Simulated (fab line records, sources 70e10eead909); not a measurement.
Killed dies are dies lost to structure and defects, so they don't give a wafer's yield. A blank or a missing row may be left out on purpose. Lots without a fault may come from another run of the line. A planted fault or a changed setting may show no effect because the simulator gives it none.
Chamber matching | flow nand_harc | NHARC_P_CONTACT_DEP_30 on pecvd-04: 3 sister chambers
The step deposits SiNx, target thk 30 nm. 16 wafers are shown with their chamber, then 8 later ones without.

WAFERS WITH THEIR CHAMBER
wafer  | chamber | heater_power_w (W)
L525.1 | 0       | 668
L525.2 | 2       | 751
L525.5 | 1       | 685
L530.2 | 0       | 732
L530.4 | 2       | 736
L530.5 | 0       | 748
L531.2 | 2       | 856
L531.4 | 1       | 754
L531.5 | 2       | 859
L532.2 | 2       | 815
L532.3 | 0       | 715
L532.6 | 2       | 823
L533.2 | 0       | 716
L533.3 | 2       | 763
L533.4 | 1       | 699
L542.1 | 2       | 758

SIGNATURES (means of the wafers above)
reading        | chamber 0 | chamber 1 | chamber 2 | scatter within a chamber
heater_power_w | 715.80    | 712.67    | 795.12    | 42.1
Rule: a wafer's distance from a chamber is the root of the sum, over the readings, of the square of ((its reading less the chamber's mean) divided by the reading's scatter). The wafer belongs to the nearest chamber; if the next one is less than 2 further off, it can't be placed. The scatter: the root of (the sum of the squares of (reading less its chamber's mean) over the shown wafers, divided by (wafers less chambers)).

WAFERS WITHOUT THEIR CHAMBER
wafer  | heater_power_w (W)
L542.4 | 750
L542.6 | 694
L543.4 | 667
L543.5 | 781
L543.6 | 849
L547.2 | 635
L547.4 | 857
L547.6 | 758

WHICH CHAMBER EACH WENT THROUGH
wafer  | from the rows above          | in truth
L542.4 | can't be placed: 0 or 1 or 2 | 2
L542.6 | can't be placed: 1 or 0 or 2 | 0
L543.4 | can't be placed: 1 or 0 or 2 | 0
L543.5 | can't be placed: 2 or 0 or 1 | 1
L543.6 | can't be placed: 2 or 0 or 1 | 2
L547.2 | can't be placed: 1 or 0 or 2 | 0
L547.4 | can't be placed: 2 or 0 or 1 | 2
L547.6 | can't be placed: 2 or 0 or 1 | 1
Placed correctly: 0 of 8. Can't be placed from these rows: 8 (the true chamber is among the candidates in 8). Placed wrongly: 0.
